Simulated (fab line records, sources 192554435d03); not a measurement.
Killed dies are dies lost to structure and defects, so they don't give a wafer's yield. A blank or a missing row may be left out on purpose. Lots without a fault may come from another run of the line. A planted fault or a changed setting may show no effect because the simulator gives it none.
fab line records | flow n5_finfet
record lots=7 wafers=21
route steps=1938 shown ZERO_LAYER@10 WELL_APT@40 FIN_SAQP@109 DUMMY_GATE@225 SD_EPI_P@312 SDB@373 GATE_CUT@469
start_h: hours from the record's first day to the start of the lot's first wafer shown | wait_h: hours since the lot's step before | " the same as in the row above | L1.1+2: a row that stands for several wafers | - no value, or no start given | * or withheld: withheld | < > ~ a bound
route shown NAME@n: a module of which the file shows steps, and the number in the route of the first | usual: mean/standard deviation of fault-free wafers | same: alike in all rows | chamber/n: place in a boat | sites: the reading at each site | _std_site: their standard deviation | _edge_site: outer sites' mean less inner sites' | radius_mm: how far each site lies from the wafer's centre | mask NAME#n: copy n | behind: the tool/chamber that last shaped the wafer | hold: why the lot was held/for how many hours/how that ended | device: the transistor (n, p or np) that didn't switch | end of line: the same wafers' tests at the end of the route | a step without rows: its recipe alone | killed: dies lost to structure and defects at the first sort, not the wafer's yield | map: a wafer's dies, x killed, . not, _ none there
set.NAME: the setting as run; set.NAME@STEP: as run at that earlier step | model.NAME: the simulator's own value behind a step, which no gauge read
lots whose settings were changed on purpose; a table a step, a row a wafer
## steps
# step N5_ZERO_LAYER_PEB_09
# recipe peb_temp_c=withheld peb_time_s=*
# columns lot.wafer tool chamber start_h wait_h set.peb_time_s
L074.4 litho_track-05 0 12.65 0.0 *
L074.5+6 " 0 " " *
L075.3 litho_track-02 0 18.65 0.0 *
L075.5+6 " 0 " " *
L082.2+3 litho_track-05 0 60.52 0.0 *
L082.5 " 0 " " *
L083.1 litho_track-05 0 66.65 0.1 *
L083.2+5 " 0 " " *
L084.1+3+4 litho_track-02 0 72.52 0.1 *
L085.3+4+6 litho_track-04 0 78.65 0.0 *
L092.2+3 litho_track-05 0 120.52 0.0 *
L092.5 " 0 " " *
# step N5_ZERO_LAYER_DEVELOP_10
# recipe develop_time_s=60 rinse_liquid=diw dry=air_spin dev_temp_c=21
# step N5_ZERO_LAYER_HARDBAKE_23
# recipe temp_c=130 time_s=120
# step N5_ZERO_LAYER_CD_MEAS_11
# recipe target_cd_nm=2000 landing_energy_ev=500 detector=se_inlens
# usual cd_nm=2000.3/1.6
# columns lot.wafer tool chamber start_h wait_h set.peb_time_s@ZERO_LAYER_PEB_09 cd_nm
L074.4 cd_sem-01 0 12.78 - * 1999.9
L074.5 " 0 " " * 1997.0
L074.6 " 0 " " * 1997.6
L075.3 cd_sem-02 0 18.77 - * 1998.9
L075.5 " 0 " " * 2002.9
L075.6 " 0 " " * 2003.6
L082.2 cd_sem-02 0 60.64 - * 2002.4
L082.3 " 0 " " * 2002.6
L082.5 " 0 " " * 2000.1
L083.1 cd_sem-02 0 66.77 - * 1997.2
L083.2 " 0 " " * 1998.5
L083.5 " 0 " " * 1999.5
L084.1 cd_sem-02 0 72.64 - * 2000.4
L084.3 " 0 " " * 2001.6
L084.4 " 0 " " * 1999.4
L085.3 cd_sem-01 0 78.77 - * 2001.1
L085.4 " 0 " " * 2000.0
L085.6 " 0 " " * 2000.3
L092.2 cd_sem-03 0 120.64 - * 1998.4
L092.3 " 0 " " * 1998.9
L092.5 " 0 " " * 2002.7
# step N5_ZERO_LAYER_ETCH_18
# recipe chemistry=HBr/Cl2 target=Si target_depth_a=1200 time_s=40 pressure_mtorr=10 icp_w=800 bias_w=75 HBr_flow_sccm=150 Cl2_flow_sccm=80
# columns lot.wafer tool chamber start_h wait_h set.icp_w model.etch.depth_nm model.ZERO_LAYER.feature_depth_nm
L074.4 rie_si-03 3 13.29 0.0 800 118 118
L074.5 " 3 " " 800 118.3 118.3
L074.6 " 2 " " 800 117.7 117.7
L075.3 rie_si-03 1 18.91 0.0 800 119.2 119.2
L075.5 " 3 " " 800 118.5 118.5
L075.6 " 0 " " 800 118.9 118.9
L082.2 rie_si-03 3 60.79 0.0 800 120.2 120.2
L082.3 " 1 " " 755.5 118.8 118.8
L082.5 " 1 " " 755.5 118.9 118.9
L083.1 rie_si-03 3 66.91 0.0 800 119.7 119.7
L083.2 " 0 " " 800 119.5 119.5
L083.5 " 2 " " 682.6 111.2 111.2
L084.1 rie_si-01 2 72.79 0.0 800 118.7 118.7
L084.3 " 0 " " 800 119.3 119.3
L084.4 " 1 " " 800 119.2 119.2
L085.3 rie_si-01 2 78.91 0.0 800 119.1 119.1
L085.4 " 1 " " 800 120.7 120.7
L085.6 " 0 " " 800 118.6 118.6
L092.2 rie_si-02 1 120.82 0.0 800 120.1 120.1
L092.3 " 3 " " 800 119.4 119.4
L092.5 " 2 " " 845.6 120.7 120.7
# step N5_WELL_APT_PEB_23
# recipe peb_temp_c=130 peb_time_s=90
# columns lot.wafer tool chamber start_h wait_h set.peb_time_s
L074.4 litho_track-03 0 15.32 0.0 103.8
L074.5+6 " 0 " " 90
L075.3+6 litho_track-01 0 20.81 0.0 83.84
L075.5 " 0 " " 90
L082.2+5 litho_track-03 0 62.61 0.0 75.36
L082.3 " 0 " " 90
L083.1+5 litho_track-01 0 68.69 0.1 90
L083.2 " 0 " " 77.32
L084.1+4 litho_track-04 0 75.20 0.1 90
L084.3 " 0 " " 103.5
L085.3+4+6 litho_track-03 0 81.19 0.0 90
L092.2+5 litho_track-04 0 122.60 0.0 99.64
L092.3 " 0 " " 90
# step N5_WELL_APT_DEVELOP_24
# recipe develop_time_s=45 rinse_liquid=surfactant_rinse dry=air_spin dev_temp_c=21
# step N5_WELL_APT_HARDBAKE_29
# recipe temp_c=130 time_s=120
# step N5_WELL_APT_CD_MEAS_25
# recipe target_cd_nm=200 landing_energy_ev=500 detector=se_inlens
# usual cd_nm=200.5/1.4
# columns lot.wafer tool chamber start_h wait_h set.peb_time_s@WELL_APT_PEB_23 cd_nm
L074.4 cd_sem-01 0 15.44 - 103.8 207.2
L074.5 " 0 " " 90 203.9
L074.6 " 0 " " 90 202.7
L075.3 cd_sem-03 0 20.93 - 83.84 196.2
L075.5 " 0 " " 90 201.1
L075.6 " 0 " " 83.84 195.8
L082.2 cd_sem-01 0 62.72 - 75.36 189.9
L082.3 " 0 " " 90 199.8
L082.5 " 0 " " 75.36 192.9
L083.1 cd_sem-01 0 68.80 - 90 201.4
L083.2 " 0 " " 77.32 190.8
L083.5 " 0 " " 90 200.0
L084.1 cd_sem-02 0 75.32 - 90 201.2
L084.3 " 0 " " 103.5 205.7
L084.4 " 0 " " 90 199.3
L085.3 cd_sem-03 0 81.30 - 90 203.3
L085.4 " 0 " " 90 201.7
L085.6 " 0 " " 90 203.0
L092.2 cd_sem-02 0 122.72 - 99.64 204.7
L092.3 " 0 " " 90 199.4
L092.5 " 0 " " 99.64 203.3
# step N5_WELL_APT_DESCUM_30
# recipe chemistry=O2 time_s=7.9 source_power_w=50 bias_power_w=20 pressure_mtorr=20 rf_frequency_hz=2.712e+07 temp_c=40 o2_flow_sccm=225
# columns lot.wafer tool chamber start_h wait_h set.time_s set.peb_time_s@WELL_APT_PEB_23 model.WELL_APT.cd_nm
L074.4 rie_diel-04 0 15.52 0.0 7.9 103.8 206.9
L074.5 " 1 " " 7.035 90 203.7
L074.6 " 2 " " 7.9 90 203
L075.3 rie_diel-05 0 21.01 0.0 8.411 83.84 195.9
L075.5 " 3 " " 7.9 90 200.9
L075.6 " 2 " " 7.9 83.84 195.6
L082.2 rie_diel-05 2 62.81 0.0 7.9 75.36 189.8
L082.3 " 0 " " 8.646 90 199.9
L082.5 " 1 " " 8.646 75.36 193.4
L083.1 rie_diel-04 2 68.89 0.0 7.9 90 201.1
L083.2 " 3 " " 7.9 77.32 190.9
L083.5 " 3 " " 6.762 90 200.1
L084.1 rie_diel-05 0 75.41 0.0 9.305 90 201.4
L084.3 " 3 " " 9.305 103.5 206.2
L084.4 " 1 " " 7.9 90 199.2
L085.3 rie_diel-05 1 81.39 0.0 7.9 90 203
L085.4 " 2 " " 7.9 90 201.8
L085.6 " 0 " " 7.9 90 202.8
L092.2 rie_diel-04 0 122.80 0.0 7.9 99.64 204.8
L092.3 " 3 " " 7.9 90 199.4
L092.5 " 1 " " 7.9 99.64 203.6
# step N5_FIN_SAQP_PEB_14
# recipe peb_temp_c=withheld peb_time_s=60 resist=CAR-ArF
# columns lot.wafer tool chamber start_h wait_h set.peb_time_s
L074.4+6 litho_track-05 0 22.25 0.0 55.99
L074.5 " 0 " " 60
L075.3+5+6 litho_track-01 0 28.08 0.0 60
L082.2+5 litho_track-05 0 69.57 0.0 55.37
L082.3 " 0 " " 60
L083.1 litho_track-05 0 75.78 0.1 60
L083.2+5 " 0 " " 47.33
L084.1 litho_track-04 0 81.82 0.1 60
L084.3+4 " 0 " " 49.61
L085.3+4+6 litho_track-05 0 88.09 0.0 60
L092.2+5 litho_track-04 0 129.58 0.0 60
L092.3 " 0 " " 48.57
# step N5_FIN_SAQP_DEVELOP_15
# recipe develop_time_s=30 developer=TMAH resist=CAR-ArF dev_temp_c=23 rinse_liquid=diw dry=air_spin
# step N5_FIN_SAQP_CD_MEAS_16
# recipe target_cd_nm=35.6 landing_energy_ev=500 detector=se_inlens
# usual cd_nm=35.45/0.25
# columns lot.wafer tool chamber start_h wait_h set.peb_time_s@FIN_SAQP_PEB_14 cd_nm
L074.4 cd_sem-01 0 22.33 - 55.99 35.97
L074.5 " 0 " " 60 35.23
L074.6 " 0 " " 55.99 36.60
L075.3 cd_sem-01 0 28.15 - 60 35.22
L075.5 " 0 " " 60 35.24
L075.6 " 0 " " 60 35.11
L082.2 cd_sem-01 0 69.64 - 55.37 36.09
L082.3 " 0 " " 60 35.01
L082.5 " 0 " " 55.37 36.82
L083.1 cd_sem-01 0 75.85 - 60 35.18
L083.2 " 0 " " 47.33 39.10
L083.5 " 0 " " 47.33 38.86
L084.1 cd_sem-01 0 81.89 - 60 35.52
L084.3 " 0 " " 49.61 38.43
L084.4 " 0 " " 49.61 38.23
L085.3 cd_sem-01 0 88.16 - 60 35.28
L085.4 " 0 " " 60 35.72
L085.6 " 0 " " 60 35.62
L092.2 cd_sem-02 0 129.65 - 60 35.89
L092.3 " 0 " " 48.57 38.75
L092.5 " 0 " " 60 35.21
# step N5_DUMMY_GATE_COAT_09
# recipe resist=CAR-EUV spin_rpm=1500 resist_thk_nm=30
# columns lot.wafer tool chamber start_h wait_h set.spin_rpm model.CAR-EUV_of_DUMMY_GATE_COAT_09.thk_nm
L074.4 litho_track-02 0 - - 1500 30.2
L074.5 " 0 " " 1500 30
L074.6 " 0 " " 1664 28.4
L075.3 litho_track-04 0 - - 1353 31.6
L075.5 " 0 " " 1500 30
L075.6 " 0 " " 1500 29.8
L082.2+3 litho_track-04 0 - - 1382 31.2
L082.5 " 0 " " 1500 30
L083.1+5 litho_track-02 0 - - 1500 30
L083.2 " 0 " " 1650 28.8
L084.1 litho_track-04 0 - - 1500 30.2
L084.3 " 0 " " 1500 30
L084.4 " 0 " " 1636 28.8
L085.3+4 litho_track-05 0 - - 1500 30.2
L085.6 " 0 " " 1500 30
L092.2 litho_track-02 0 - - 1500 30.2
L092.3+5 " 0 " " 1500 30
# step N5_DUMMY_GATE_EXPOSE_12
# recipe mask_id=GATE na=0.33 source_shape=annular sigma_inner=0.2 sigma_outer=0.6 polarization=unpolarized target_cd_nm=25 dose_mj=34
# columns lot.wafer tool chamber start_h wait_h mask set.dose_mj
L074.4+5+6 euv_scanner-02 0 46.76 - GATE#0 35.06
L075.3+5+6 euv_scanner-02 0 55.68 - GATE#0 34
L082.2+3+5 euv_scanner-01 0 93.00 - GATE#0 34
L083.1+2+5 euv_scanner-01 0 99.47 - GATE#0 34
L084.1+3+4 euv_scanner-02 0 105.30 - GATE#0 34
L085.3+4+6 euv_scanner-02 0 116.87 - GATE#0 34
L092.2 euv_scanner-02 0 162.00 - GATE#0 35.53
L092.3+5 " 0 " " GATE#0 34
# step N5_DUMMY_GATE_PEB_13
# recipe peb_temp_c=100 peb_time_s=60 resist=CAR-EUV
# step N5_DUMMY_GATE_DEVELOP_14
# recipe develop_time_s=30 developer=TMAH resist=CAR-EUV rinse_liquid=surfactant_rinse dry=air_spin dev_temp_c=23
# step N5_DUMMY_GATE_DESCUM_20
# recipe chemistry=O2 time_s=6.2 source_power_w=50 bias_power_w=20 pressure_mtorr=20 rf_frequency_hz=2.712e+07 temp_c=40 resist=CAR-EUV o2_flow_sccm=225
# step N5_DUMMY_GATE_ETCH_29
# recipe chemistry=N2/H2 target=underlayer target_depth_a=130 ion_energy_ev=200 pressure_mtorr=30 source_w=840 bias_w=150 n2_flow_sccm=200 h2_flow_sccm=200
# columns lot.wafer tool chamber start_h wait_h set.spin_rpm@DUMMY_GATE_COAT_09 model.CAR-EUV_of_DUMMY_GATE_COAT_09.thk_nm
L074.4+5 rie_diel-06 2,0 47.24 0.0 1500 18.8
L074.6 " 3 " " 1664 17.2
L075.3 rie_diel-03 2 55.99 0.0 1353 20.6
L075.5+6 " 3,0 " " 1500 18.8
L082.2 rie_diel-01 1 93.47 0.0 1382 20.2
L082.3 " 2 " " 1382 20
L082.5 " 1 " " 1500 18.8
L083.1+5 rie_diel-06 3 99.80 0.0 1500 19
L083.2 " 1 " " 1650 17.8
L084.1+3 rie_diel-01 1,0 105.62 0.0 1500 19
L084.4 " 3 " " 1636 17.4
L085.3 rie_diel-03 2 117.19 0.0 1500 19.2
L085.4 " 1 " " 1500 18.8
L085.6 " 0 " " 1500 19
L092.2+3 rie_diel-03 1,0 162.33 0.0 1500 18.8
L092.5 " 0 " " 1500 19
# step N5_DUMMY_GATE_ETCH_36
# recipe chemistry=CF4 target=SiARC target_depth_a=130 pressure_mtorr=40 source_w=545 bias_w=36 Ar_flow_sccm=100 cf4_flow_sccm=100 ion_energy_ev=80
# columns lot.wafer tool chamber start_h wait_h set.spin_rpm@DUMMY_GATE_COAT_09 model.CAR-EUV_of_DUMMY_GATE_COAT_09.thk_nm
L074.4+5 rie_diel-06 2,0 47.28 0.0 1500 11.2
L074.6 " 3 " " 1664 9.6
L075.3 rie_diel-03 2 56.03 0.0 1353 13
L075.5 " 3 " " 1500 11.4
L075.6 " 0 " " 1500 11.2
L082.2 rie_diel-01 1 93.51 0.0 1382 12.6
L082.3 " 2 " " 1382 12.4
L082.5 " 1 " " 1500 11.4
L083.1 rie_diel-06 3 99.84 0.0 1500 11.2
L083.2 " 1 " " 1650 10.4
L083.5 " 3 " " 1500 11.4
L084.1+3 rie_diel-01 1,0 105.66 0.0 1500 11.4
L084.4 " 3 " " 1636 9.8
L085.3 rie_diel-03 2 117.23 0.0 1500 11.6
L085.4 " 1 " " 1500 11.2
L085.6 " 0 " " 1500 11.4
L092.2 rie_diel-03 1 162.37 0.0 1500 11.2
L092.3+5 " 0 " " 1500 11.4
# step N5_SD_EPI_P_ETCH_16
# recipe chemistry=CHF3/O2 target=SiO2 target_depth_a=50 mask_material=SOC pressure_mtorr=30 source_w=650 bias_w=170 Ar_flow_sccm=200 CHF3_flow_sccm=50 O2_flow_sccm=5 ion_energy_ev=200
# columns lot.wafer tool chamber start_h wait_h set.target_depth_a model.etch.depth_nm
L074.4 rie_diel-03 1 55.35 0.1 50 5.049
L074.5 " 1 " " 46.47 4.714
L074.6 " 0 " " 46.47 4.61
L075.3 rie_diel-03 1 63.44 0.1 46.73 4.748
L075.5 " 2 " " 46.73 4.664
L075.6 " 3 " " 46.73 4.737
L082.2 rie_diel-01 2 102.66 0.1 50 4.997
L082.3 " 0 " " 50 4.993
L082.5 " 0 " " 50 5.025
L083.1 rie_diel-01 2 108.27 0.1 50 5.007
L083.2 " 1 " " 45.62 4.59
L083.5 " 0 " " 45.62 4.568
L084.1 rie_diel-03 1 114.17 0.1 50 5.049
L084.3 " 0 " " 47.32 4.655
L084.4 " 2 " " 50 4.98
L085.3 rie_diel-01 1 125.90 0.1 50 4.983
L085.4 " 0 " " 50 4.999
L085.6 " 3 " " 50 4.933
L092.2 rie_diel-01 2 170.60 0.1 46.24 4.742
L092.3 " 0 " " 50 4.966
L092.5 " 2 " " 46.24 4.691
# step N5_SD_EPI_P_EPI_21
# recipe material=SiGe:B dopant=B temp_c=550 pressure_torr=20 ambient=H2 time_s=355
# columns lot.wafer tool chamber start_h wait_h set.epi_growth_time_s model.SiGe-B_of_SD_EPI_P_EPI_21.thk_nm
L074.4 epi_rpcvd-04 0 57.16 1.1 355 60.4
L074.5 " 0 " " 387.5 65
L074.6 " 0 " " 355 60
L075.3 epi_rpcvd-01 0 64.90 0.8 371.2 61.8
L075.5 " 0 " " 355 60.4
L075.6 " 0 " " 371.2 62.6
L082.2+5 epi_rpcvd-04 0 103.75 0.5 374.1 62.8
L082.3 " 0 " " 355 60.6
L083.1+2 epi_rpcvd-04 0 109.03 0.1 325.1 56.4
L083.5 " 0 110.47 1.5 355 60.2
L084.1 epi_rpcvd-04 0 114.92 0.1 370.5 61.8
L084.3 " 0 " " 355 59.8
L084.4 " 0 " " 370.5 62.8
L085.3 epi_rpcvd-02 0 127.35 0.8 355 60.2
L085.4 " 0 " " 355 61
L085.6 " 0 " " 355 60.8
L092.2 epi_rpcvd-02 0 171.94 0.6 355 61.4
L092.3 " 0 " " 355 61
L092.5 " 0 " " 355 61.8
# step N5_SD_EPI_P_EPI_MEAS_23
# recipe mode=xrd
# usual thk_nm=60.7/1.2
# columns lot.wafer tool chamber start_h wait_h set.epi_growth_time_s@SD_EPI_P_EPI_21 thk_nm
L074.4 film_metro-01 - 58.29 0.8 355 60.8
L074.5 " - " " 387.5 65.4
L074.6 " - " " 355 59.7
L075.3 film_metro-01 - 66.38 1.1 371.2 62.3
L075.5 " - " " 355 61.9
L075.6 " - " " 371.2 63.6
L082.2 film_metro-02 - 105.58 1.5 374.1 63.9
L082.3 " - " " 355 61.5
L082.5 " - " " 374.1 61.9
L083.1 film_metro-01 - 111.22 1.8 325.1 55.6
L083.2 " - " " 325.1 55.0
L083.5 " - " " 355 60.5
L084.1 film_metro-01 - 117.11 1.8 370.5 60.6
L084.3 " - " " 355 57.5
L084.4 " - " " 370.5 62.2
L085.3 film_metro-02 - 128.83 1.1 355 60.5
L085.4 " - " " 355 61.3
L085.6 " - " " 355 61.0
L092.2 film_metro-02 - 174.37 2.0 355 61.7
L092.3 " - " " 355 61.5
L092.5 " - " " 355 60.0
# step N5_SD_EPI_P_HM_STRIP_48
# recipe chemistry=H3PO4 temp_c=160 material=SiNx target=SiNx target_depth_a=30 overetch_fraction=0.3
# step N5_SD_EPI_P_SRD_49
# recipe dry=ipa_marangoni time_s=30 temp_c=23 rinse_liquid=diw
# step N5_SD_EPI_P_PRECLEAN_24
# recipe chemistry=O3/DIW time_s=45 temp_c=22 o3_ppm=10
# columns lot.wafer tool chamber start_h wait_h set.epi_growth_time_s@SD_EPI_P_EPI_21 model.SiGe-B_of_SD_EPI_P_EPI_21.thk_nm
L074.4 wet_bench-06 4 58.39 0.0 355 60
L074.5 " 0 " " 387.5 64.4
L074.6 " 6 " " 355 59.6
L075.3 wet_bench-06 5 66.48 0.0 371.2 61.4
L075.5 " 4 " " 355 59.8
L075.6 " 7 " " 371.2 62.2
L082.2+5 wet_bench-03 3,2 105.69 0.0 374.1 62.4
L082.3 " 0 " " 355 60.2
L083.1+2 wet_bench-03 1,2 111.33 0.0 325.1 56
L083.5 " 5 " " 355 59.8
L084.1 wet_bench-05 7 117.23 0.0 370.5 61.4
L084.3 " 6 " " 355 59.4
L084.4 " 2 " " 370.5 62.4
L085.3 wet_bench-06 3 128.94 0.0 355 59.6
L085.4+6 " 4,5 " " 355 60.4
L092.2 wet_bench-03 6 174.48 0.0 355 61
L092.3 " 1 " " 355 60.6
L092.5 " 2 " " 355 61.2
# step N5_SDB_ALD_29
# recipe material=SiNx target_thk_a=300 temp_c=400 ald_precursor_family=SiH2I2 ald_co_reactant=N2/H2-plasma pulse_time_s=1 ald_cycles=600 purge_time_s=2 co_reactant_purge_time_s=2 pressure_torr=2
# columns lot.wafer tool chamber start_h wait_h set.ald_cycles model.SiNx_of_SDB_ALD_29.thk_nm
L074.4 ald_sin-03 3 68.77 1.4 600 30
L074.5 " 2 " " 633 31.8
L074.6 " 1 " " 633 31.6
L075.3 ald_sin-04 2 75.10 0.0 572 28.6
L075.5+6 " 3,0 76.45 1.4 600 30
L082.2+5 ald_sin-01 1,0 114.36 0.0 600 30.2
L082.3 " 2 " " 600 30
L083.1+5 ald_sin-03 1,0 121.37 0.2 600 29.8
L083.2 " 0 " " 600 30
L084.1 ald_sin-03 1 127.38 0.0 647 32.2
L084.3 " 0 " " 647 32.6
L084.4 " 3 128.74 1.4 600 30
L085.3+4+6 ald_sin-03 1,2,2 148.84 0.8 600 30
L092.2 ald_sin-01 1 184.21 1.0 600 30.2
L092.3 " 3 " " 600 29.8
L092.5 " 2 185.57 2.3 600 30
# step N5_GATE_CUT_ETCH_58
# recipe chemistry=CH3F/O2 target=SiNx target_depth_a=170 time_s=128.6 ion_energy_ev=50 pressure_mtorr=30 source_w=415 bias_w=21 Ar_flow_sccm=150 CH3F_flow_sccm=30 O2_flow_sccm=20
# columns lot.wafer tool chamber start_h wait_h set.time_s model.etch.depth_nm
L074.4 rie_diel-01 2 80.56 0.0 128.6 17.19
L074.5 " 0 " " 128.6 17.15
L074.6 " 1 " " 128.6 17.01
L075.3 rie_diel-06 3 88.03 0.0 104.7 13.99
L075.5 " 0 " " 104.7 13.95
L075.6 " 3 " " 104.7 13.96
L082.2 rie_diel-03 0 127.23 0.0 150.1 19.65
L082.3 " 1 " " 128.6 17.22
L082.5 " 2 " " 150.1 19.79
L083.1 rie_diel-06 2 134.29 0.0 101.3 13.43
L083.2 " 1 " " 101.3 13.12
L083.5 " 1 " " 128.6 16.67
L084.1 rie_diel-01 3 153.92 0.0 128.6 16.95
L084.3 " 1 " " 155.6 20.73
L084.4 " 2 " " 128.6 17.49
L085.3 rie_diel-06 2 162.34 0.0 128.6 16.91
L085.4 " 0 " " 128.6 16.98
L085.6 " 0 " " 128.6 16.89
L092.2 rie_diel-01 3 197.26 0.2 110.7 14.9
L092.3 " 1 " " 110.7 14.47
L092.5 " 1 " " 110.7 14.62
## key
split step=N5_ZERO_LAYER_PEB_09 setting=peb_time_s stated=* by=wafer
response step=N5_ZERO_LAYER_CD_MEAS_11 reading=cd_nm change=+0.274 per=1% r=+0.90
split step=N5_ZERO_LAYER_ETCH_18 setting=icp_w stated=800 by=wafer
response step=N5_ZERO_LAYER_ETCH_18 reading=model.etch.depth_nm change=+0.491 per=1% r=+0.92
response step=N5_ZERO_LAYER_ETCH_18 reading=model.ZERO_LAYER.feature_depth_nm change=+0.491 per=1% r=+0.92
split step=N5_WELL_APT_PEB_23 setting=peb_time_s stated=90 by=wafer
response step=N5_WELL_APT_CD_MEAS_25 reading=cd_nm change=+0.462 per=1% r=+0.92
response step=N5_WELL_APT_DESCUM_30 reading=model.WELL_APT.cd_nm change=+0.464 per=1% r=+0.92
split step=N5_WELL_APT_DESCUM_30 setting=time_s stated=7.9 by=wafer
response none clear
split step=N5_FIN_SAQP_PEB_14 setting=peb_time_s stated=60 by=wafer
response step=N5_FIN_SAQP_CD_MEAS_16 reading=cd_nm change=-0.172 per=1% r=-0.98
split step=N5_DUMMY_GATE_COAT_09 setting=spin_rpm stated=1500 by=wafer
response step=N5_DUMMY_GATE_COAT_09 reading=model.CAR-EUV_of_DUMMY_GATE_COAT_09.thk_nm change=-0.149 per=1% r=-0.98
response step=N5_DUMMY_GATE_ETCH_29 reading=model.CAR-EUV_of_DUMMY_GATE_COAT_09.thk_nm change=-0.156 per=1% r=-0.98
response step=N5_DUMMY_GATE_ETCH_36 reading=model.CAR-EUV_of_DUMMY_GATE_COAT_09.thk_nm change=-0.144 per=1% r=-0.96
split step=N5_DUMMY_GATE_EXPOSE_12 setting=dose_mj stated=34 by=wafer
response none clear
split step=N5_SD_EPI_P_ETCH_16 setting=target_depth_a stated=50 by=wafer
response step=N5_SD_EPI_P_ETCH_16 reading=model.etch.depth_nm change=+0.0486 per=1% r=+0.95
split step=N5_SD_EPI_P_EPI_21 setting=epi_growth_time_s stated=355 by=wafer
response step=N5_SD_EPI_P_EPI_21 reading=model.SiGe-B_of_SD_EPI_P_EPI_21.thk_nm change=+0.478 per=1% r=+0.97
response step=N5_SD_EPI_P_EPI_MEAS_23 reading=thk_nm change=* per=1% r=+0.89
response step=N5_SD_EPI_P_PRECLEAN_24 reading=model.SiGe-B_of_SD_EPI_P_EPI_21.thk_nm change=+0.474 per=1% r=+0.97
split step=N5_SDB_ALD_29 setting=ald_cycles stated=600 by=wafer
response step=N5_SDB_ALD_29 reading=model.SiNx_of_SDB_ALD_29.thk_nm change=+0.306 per=1% r=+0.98
split step=N5_GATE_CUT_ETCH_58 setting=time_s stated=128.6 by=wafer
response step=N5_GATE_CUT_ETCH_58 reading=model.etch.depth_nm change=+0.16 per=1% r=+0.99
